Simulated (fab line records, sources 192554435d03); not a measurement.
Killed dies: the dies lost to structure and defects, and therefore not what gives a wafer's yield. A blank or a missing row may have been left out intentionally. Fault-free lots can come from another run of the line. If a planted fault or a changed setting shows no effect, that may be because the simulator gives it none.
A struck lot beside a sound one -- flow n5Finfet -- 24 steps out of a route of 1938
Sound: wafers L955.1, L955.5, L955.6. Struck: wafers L954.1, L954.3, L954.5. The cause is named last.
Order at every step that has rows: each side's tool, ch and its chambers, its first start. Under that, the readings that differ: sound wafers -- struck wafers -- difference of the means -- sigmas: that difference in standard deviations of wafers without a fault.
alike: a reading whose means differ by less than 2 such deviations, as well as words and numbers matching on both sides. not compared: withheld readings; readings where some wafer has no value; bounds like >300 that might hide an equal value; numbers whose values overlap and for which the record gives no deviation.
The two part at a step that has a row with sigmas, a row that says differs or no value, or rows on one side only. Numbers that have no deviation but don't overlap get no sigmas and don't part them. A reading missing from all wafers of one side parts the sides only when that side holds two or more wafers.

first, 9 steps without rows for these wafers: N5_BEOL_M3_ILD_DEP_00 (deposits SiOC from DEMS/O2, target thk 79 nm, time 15.3 s); N5_BEOL_M3_PECVD_72 (deposits SiO2 from TEOS/O2, target thk 16 nm, time 18 s); N5_BEOL_M3_HM_DEP_02 (deposits TiN, target thk 20 nm); N5_BEOL_M3_COAT_61 (time 60 s, resist thk 60 nm); N5_BEOL_M3_COAT_62 (time 60 s, resist thk 12 nm); N5_BEOL_M3_COAT_73 (time 60 s, resist thk 5 nm); N5_BEOL_M3_COAT_05 (resist thk 30 nm); N5_BEOL_M3_EBR_07; N5_BEOL_M3_SOFTBAKE_06 (time 60 s).
N5_BEOL_M3_EXPOSE_08: exposes mask M3.
  sound on euvScanner-02 ch 0, day 12 16:49; struck on euvScanner-01 ch 0, day 12 21:07
reading,sound,struck,difference,sigmas
exposureDoseMJCm2,32.88 32.88 32.86,31.95 31.93 31.90,-0.95,-26
  alike: mask
then, 2 steps without rows for these wafers: N5_BEOL_M3_PEB_09 (peb time 60 s); N5_BEOL_M3_DEVELOP_10 (develop time 30 s).
N5_BEOL_M3_CD_MEAS_11 targets a cd of 17.05 nm.
  sound on cdSem-02 ch 0, day 12 16:56; struck on cdSem-03 ch 0, day 12 21:14
reading,sound,struck,difference,sigmas
cdNm (nm),17.26 17.10 17.37,16.60 16.24 16.09,-0.93,-4
then, 1 step without rows for these wafers: N5_BEOL_M3_DESCUM_16 (chemistry O2, time 7 s).
N5_BEOL_M3_ETCH_74: etches underlayer in N2/H2, target depth 6.5 nm, time 5.2 s.
  sound on rieDiel-06 ch 0,2, day 12 17:05; struck on rieDiel-05 ch 0,2, day 12 21:23
reading,sound,struck,difference,sigmas
model.BEOL_M3.cdOffsetNm (nm),0.2 0 0.4,-0.6 -0.8 -0.8,-0.9,
  alike: drypumpMotorCurrentA, etchRfOnTimeS, n2FlowSccm, oesProductAu, rfVppV, showerheadPlenumPTorr, throttleValvePct
  not compared: rfHoursCounterH
then, 5 steps without rows for these wafers: N5_BEOL_M3_ETCH_63 (etches SiARC in CF4, target depth 15.6 nm, time 26 s); N5_BEOL_M3_ETCH_64 (etches SOC in N2/H2, target depth 75 nm, overetch 15 nm, time 112.5 s); N5_BEOL_M3_STRIP_65 (strips in N2/H2); N5_BEOL_M3_STRIP_75 (strips in N2/H2); N5_BEOL_M3_STRIP_66 (strips in CF4).
N5_BEOL_M3_HM_OPEN_17: chemistry Cl2/BCl3, target TiN, target depth 20 nm, overetch 6 nm.
  sound on rieMetal-02 ch 0,1, day 12 17:18; struck on rieMetal-03 ch 0,1, day 12 21:37
reading,sound,struck,difference,sigmas
model.BEOL_M3.cdOffsetNm (nm),0.6 0.2 0.6,-1 -1.2 -1,-2,
  alike: drypumpMotorCurrentA, oesProductAu, throttleValvePct
  not compared: rfHoursCounterH
then, 1 step without rows for these wafers: N5_BEOL_M3_STRIP_19 (strips in O2).
N5_BEOL_M4_RC_MEAS_101:
  sound on prober-02 ch 0, day 13 12:45; struck on prober-02 ch 0, day 13 15:55
  alike: DIBL_N, DIBL_P, IOFF_N, IOFF_P, ION_N, ION_P, SS_N, SS_P, VT_N, VT_P
-- here the record skips 4 days between the struck wafers' starts before and after, leaving off in module BEOL_M4 and picking up in module PASSIVATION (first step shown: number 1936 of the route) --
N5_PASSIVATION_PROBE_49:
  only the struck wafers here have rows in the record (prober-02, day 17 21:10); the sound ones have none

## WHERE THEY PART
Last at N5_PASSIVATION_PROBE_49 as far as this record goes, first at N5_BEOL_M3_EXPOSE_08.

WHY: what the simulator had put in
Drift in process parameters on euvScanner-01 at N5_BEOL_M3_EXPOSE_08, starting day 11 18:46. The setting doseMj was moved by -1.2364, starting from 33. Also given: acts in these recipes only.
